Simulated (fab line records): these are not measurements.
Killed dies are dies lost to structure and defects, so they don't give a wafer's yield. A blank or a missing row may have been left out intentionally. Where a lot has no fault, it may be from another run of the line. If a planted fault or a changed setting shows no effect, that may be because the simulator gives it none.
Matching of chambers | flow n5 finfet | N5_BEOL_M5_CURE_79 on uv cure-01 has 3 sister chambers
The step cures SiCOH lowk, time 240 s. 22 wafers are shown with their chamber, then 11 later ones without.

WAFERS, EACH WITH ITS CHAMBER
wafer  | chamber | wafer_temp_C_max | lamp power pct (%)
L078.1 | 1       | 387.0            | 52.31
L078.2 | 1       | 387.0            | 52.30
L078.6 | 1       | 387.2            | 52.36
L077.2 | 1       | 387.3            | 52.38
L077.3 | 1       | 387.5            | 52.25
L077.4 | 1       | 387.3            | 52.34
L083.1 | 0       | 387.4            | 52.28
L083.2 | 0       | 388.3            | 52.36
L083.3 | 0       | 389.9            | 52.26
L083.4 | 0       | 387.9            | 52.30
L083.5 | 0       | 389.3            | 52.35
L083.6 | 0       | 388.9            | 52.30
L084.1 | 1       | 387.4            | 52.35
L084.3 | 1       | 387.6            | 52.42
L084.6 | 1       | 387.7            | 52.28
L088.2 | 0       | 388.7            | 52.28
L088.3 | 0       | 388.2            | 52.33
L088.6 | 0       | 388.6            | 52.36
L087.1 | 2       | 387.2            | 52.25
L087.3 | 2       | 386.2            | 52.31
L087.5 | 2       | 387.1            | 52.27
L087.2 | 2       | 386.5            | 52.33

SIGNATURES, as means of the wafers listed above
reading          | chamber 0 | chamber 1 | chamber 2 | scatter within a chamber
wafer_temp_C_max | 388.578   | 387.333   | 386.750   | 0.544
lamp power pct   | 52.3133   | 52.3322   | 52.2900   | 0.0445
Rule: for a wafer and a chamber, the distance is found by dividing, reading by reading, the gap between the wafer's reading and the chamber's mean by the reading's scatter, squaring, summing and taking the root. If the next closest chamber is less than 2 further off than the closest, the wafer can't be placed; otherwise it belongs to the closest. How the scatter is found: for the shown wafers, subtract from each reading the mean of its chamber, square and add these, divide the total by (wafers less chambers), then take the root.

WAFERS WITHOUT THEIR CHAMBER
wafer  | wafer_temp_C_max | lamp power pct (%)
L087.4 | 387.3            | 52.41
L087.6 | 387.0            | 52.29
L090.1 | 388.3            | 52.27
L090.4 | 387.8            | 52.30
L090.6 | 388.1            | 52.19
L097.1 | 386.6            | 52.34
L097.2 | 387.7            | 52.36
L097.5 | 387.7            | 52.36
L097.3 | 387.1            | 52.29
L097.4 | 387.6            | 52.28
L097.6 | 386.9            | 52.28

EACH ONE'S CHAMBER
wafer  | from the rows above          | in truth
L087.4 | can't be placed: 1 or 2 or 0 | 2
L087.6 | can't be placed: 2 or 1      | 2
L090.1 | can't be placed: 0 or 1 or 2 | 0
L090.4 | can't be placed: 1 or 0 or 2 | 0
L090.6 | can't be placed: 0 or 2 or 1 | 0
L097.1 | can't be placed: 2 or 1      | 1
L097.2 | can't be placed: 1 or 0 or 2 | 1
L097.5 | can't be placed: 1 or 0 or 2 | 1
L097.3 | can't be placed: 2 or 1      | 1
L097.4 | can't be placed: 1 or 2 or 0 | 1
L097.6 | can't be placed: 2 or 1      | 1
Correct placement for 0 of the 11. Can't be placed from these rows: 11 (the true chamber is among the candidates in 11). 0 placed wrongly.
